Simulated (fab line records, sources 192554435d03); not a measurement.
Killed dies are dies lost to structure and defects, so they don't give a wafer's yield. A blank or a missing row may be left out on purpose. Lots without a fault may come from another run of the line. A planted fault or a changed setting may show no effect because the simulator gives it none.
A struck lot beside a sound one | flow n5_finfet | 16 steps out of a route of 1938
Sound: wafers L782.1, L782.4, L782.5. Struck: wafers L785.2, L785.5, L785.6. The cause comes at the end.
At each step with rows: each side's tool, then ch and its chambers, then its first start. Under that, the readings that differ: sound wafers | struck wafers | difference of the means | sigmas: that difference in standard deviations of wafers without a fault.
alike: readings whose means differ by less than 2 such deviations, and words and numbers that are the same on both sides. not compared: withheld readings, readings that some wafer has no value for, bounds like >300 that may hide the same value, and numbers for which the record gives no deviation and whose values overlap.
The two part at a step that has a row with sigmas, a row that says differs or no value, or rows on one side only. Numbers that don't overlap but have no deviation are shown without sigmas and don't part them. A reading that every wafer of one side lacks parts them only if that side has two wafers or more.

first, 3 steps without rows for these wafers: N5_BEOL_M4_EXPOSE_08 (exposes mask M4); N5_BEOL_M4_PEB_09 (peb time 60 s); N5_BEOL_M4_DEVELOP_10 (develop time 30 s).
N5_BEOL_M4_CD_MEAS_11: target cd 16.79 nm.
  sound on cd_sem-01 ch 0, day 9 07:34; struck on cd_sem-01 ch 0, day 10 11:37
  alike: cd_nm
N5_BEOL_M4_OVL_MEAS_12:
  sound on overlay-02 ch 0, day 9 07:35; struck on overlay-02 ch 0, day 10 11:38
  alike: M4_OVL
N5_BEOL_M4_INSPECT_13: inspects for defects (brightfield).
  sound on defect_inspect-01, day 9 07:39; struck on defect_inspect-02, day 10 11:42
  alike: raw_defect_count
N5_BEOL_M4_DESCUM_16: chemistry O2, time 7 s.
  sound on rie_diel-02 ch 0,1, day 9 08:44; struck on rie_diel-05 ch 0,1,3, day 10 11:44
  alike: drypump_motor_current_A, oes_product_au, rf_vpp_V, showerhead_plenum_p_Torr, throttle_valve_pct
  not compared: rf_hours_counter_h
N5_BEOL_M4_ETCH_74: etches underlayer in N2/H2, target depth 6.5 nm, time 5.2 s.
  sound on rie_diel-02 ch 0,1, day 9 08:46; struck on rie_diel-05 ch 0,1,3, day 10 11:46
  alike: drypump_motor_current_A, etch_rf_on_time_s, oes_product_au, rf_vpp_V, showerhead_plenum_p_Torr, throttle_valve_pct
  not compared: rf_hours_counter_h
N5_BEOL_M4_ETCH_63: etches SiARC in CF4, target depth 15.6 nm, time 26 s.
  sound on rie_diel-02 ch 0,1, day 9 08:47; struck on rie_diel-05 ch 0,1,3, day 10 11:47
  alike: drypump_motor_current_A, etch_rf_on_time_s, oes_product_au, rf_vpp_V, showerhead_plenum_p_Torr, throttle_valve_pct
  not compared: rf_hours_counter_h
N5_BEOL_M4_ETCH_64: etches SOC in N2/H2, target depth 75 nm, overetch 22.5 nm, time 121.9 s.
  sound on rie_diel-02 ch 0,1, day 9 08:49; struck on rie_diel-05 ch 0,1,3, day 10 11:49
  alike: drypump_motor_current_A, oes_product_au, rf_vpp_V, showerhead_plenum_p_Torr, throttle_valve_pct
  not compared: rf_hours_counter_h
then, 2 steps without rows for these wafers: N5_BEOL_M4_STRIP_65 (strips in N2/H2); N5_BEOL_M4_STRIP_75 (strips in N2/H2).
N5_BEOL_M4_STRIP_66: strips in CF4.
  sound on rie_diel-02 ch 0,1, day 9 08:56; struck on rie_diel-05 ch 0,1,3, day 10 11:56
  no value came back on the struck wafers for any of 7 readings (bias_power_w (W), cf4_flow_sccm (sccm) and others); on the sound wafers bias_power_w (W) reads 75.22 74.82 74.81
  reading                                    | sound | struck      | difference | sigmas
  model.SiARC_of_BEOL_M4_COAT_62.thk_nm (nm) | 0 0 0 | 6.4 6.4 6.6 | +6.5       |
  not compared: rf_hours_counter_h
N5_BEOL_M4_HM_OPEN_17: chemistry Cl2/BCl3, target TiN, target depth 20 nm, overetch 6 nm.
  sound on rie_metal-03 ch 1, day 9 08:59; struck on rie_metal-01 ch 0,1, day 10 11:59
  alike: drypump_motor_current_A, oes_product_au, throttle_valve_pct
  not compared: rf_hours_counter_h
N5_BEOL_M4_RC_MEAS_101:
  sound on prober-02 ch 0, day 9 18:12; struck on prober-01 ch 0, day 10 17:32
  alike: DIBL_N, DIBL_P, IOFF_N, IOFF_P, ION_N, ION_P, SS_N, SS_P, VT_N, VT_P
-- the record jumps here: 4 days lie between the struck wafers' starts before and after (it left off in module BEOL_M4 and takes up again in module PASSIVATION, whose first step shown is number 1936 of the route) --
N5_PASSIVATION_PROBE_49:
  the record has rows for the struck wafers here (prober-01, day 14 19:32) and none for the sound ones

WHERE THEY PART
First at N5_BEOL_M4_STRIP_66; last, within this record, at N5_PASSIVATION_PROBE_49.

WHY: what the simulator had put in
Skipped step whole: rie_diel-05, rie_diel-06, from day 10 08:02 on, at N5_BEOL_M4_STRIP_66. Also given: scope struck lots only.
